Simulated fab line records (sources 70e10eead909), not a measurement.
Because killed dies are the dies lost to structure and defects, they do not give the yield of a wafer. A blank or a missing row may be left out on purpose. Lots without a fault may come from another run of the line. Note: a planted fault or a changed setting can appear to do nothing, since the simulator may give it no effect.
Struck lot and sound lot, side by side    flow nandHarc    17 steps out of a route of 1302
Sound: the wafers L779.1, L779.4, L779.5. Struck: wafers L790.1, L790.3, L790.4. The cause comes at the end.
Order at every step that has rows: each side's tool, ch and its chambers, its first start. Under that, the readings that differ: sound wafers    struck wafers    difference of the means    sigmas: that difference in standard deviations of wafers without a fault.
alike: words and numbers the same on both sides, and readings whose means are apart by under 2 such deviations; not compared: readings that were withheld, readings missing a value for some wafer, numbers with overlapping values and no deviation given by the record, and bounds like >300 which may hide the same value.
Wherever a step has rows on one side only, a row that says differs or no value, or a row with sigmas, the two part there. Numbers that have no deviation but don't overlap get no sigmas and don't part them. A reading missing from all wafers of one side parts the sides only when that side holds two or more wafers.

NHARC_P_ZERO_WELL_CD_MEAS_24: target cd 720 nm.
  sound on cdSem-01 ch 0, day 1 22:34; struck on cdSem-01 ch 0, day 6 16:35
  alike: cdNm
then, 1 step without rows for these wafers: NHARC_P_ZERO_WELL_HARDBAKE_25 (time 80 s).
NHARC_P_ZERO_WELL_DESCUM_26: chemistry O2, time 3 s.
  sound on rieDiel-12 ch 0,1, day 1 22:44; struck on rieDiel-01 ch 0,2,3, day 6 16:49
  alike: drypumpMotorCurrentA, oesProductAu, rfVppV, showerheadPlenumPTorr, throttleValvePct
  not compared: rfHoursCounterH
then, 9 steps without rows for these wafers: NHARC_P_ZERO_WELL_IMPLANT_27; NHARC_P_ZERO_WELL_IMPLANT_57; NHARC_P_ZERO_WELL_IMPLANT_58; NHARC_P_ZERO_WELL_STRIP_28 (strips in SPM, time 840 s); NHARC_P_ZERO_WELL_DEHYDRATE_29 (time 120 s); NHARC_P_ZERO_WELL_HMDS_30 (time 30 s); NHARC_P_ZERO_WELL_COAT_31; NHARC_P_ZERO_WELL_SOFTBAKE_32 (time 95 s); NHARC_P_ZERO_WELL_EBR_33.
NHARC_P_ZERO_WELL_EXPOSE_34: exposes mask P PWELL, target cd 720 nm.
  sound on krfScanner-02 ch 0, day 1 23:55; struck on krfScanner-02 ch 0, day 6 18:07
reading            sound                 struck                difference  sigmas
exposureDoseMJCm2  22.321 22.287 22.310  21.509 21.542 21.498  -0.790      -39
  alike: mask
then, 2 steps without rows for these wafers: NHARC_P_ZERO_WELL_PEB_35 (peb time 85 s); NHARC_P_ZERO_WELL_DEVELOP_36 (time 70 s).
NHARC_P_ZERO_WELL_CD_MEAS_37: target cd 720 nm.
  sound on cdSem-02 ch 0, day 2 00:04; struck on cdSem-01 ch 0
reading    sound              struck             difference  sigmas
cdNm (nm)  720.4 721.0 719.6  713.8 715.3 715.2  -5.6        -4
  not compared: hold
following that, these wafers have no rows for 1 step: NHARC_END_SORT_01.

WHERE THEY PART
First at NHARC_P_ZERO_WELL_EXPOSE_34; last, within this record, at NHARC_P_ZERO_WELL_CD_MEAS_37.

WHY: the cause the simulator had injected
Process parameter drift: krfScanner-02, from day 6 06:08 on, at NHARC_P_ZERO_WELL_EXPOSE_34. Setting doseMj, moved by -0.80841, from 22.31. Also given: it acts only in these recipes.
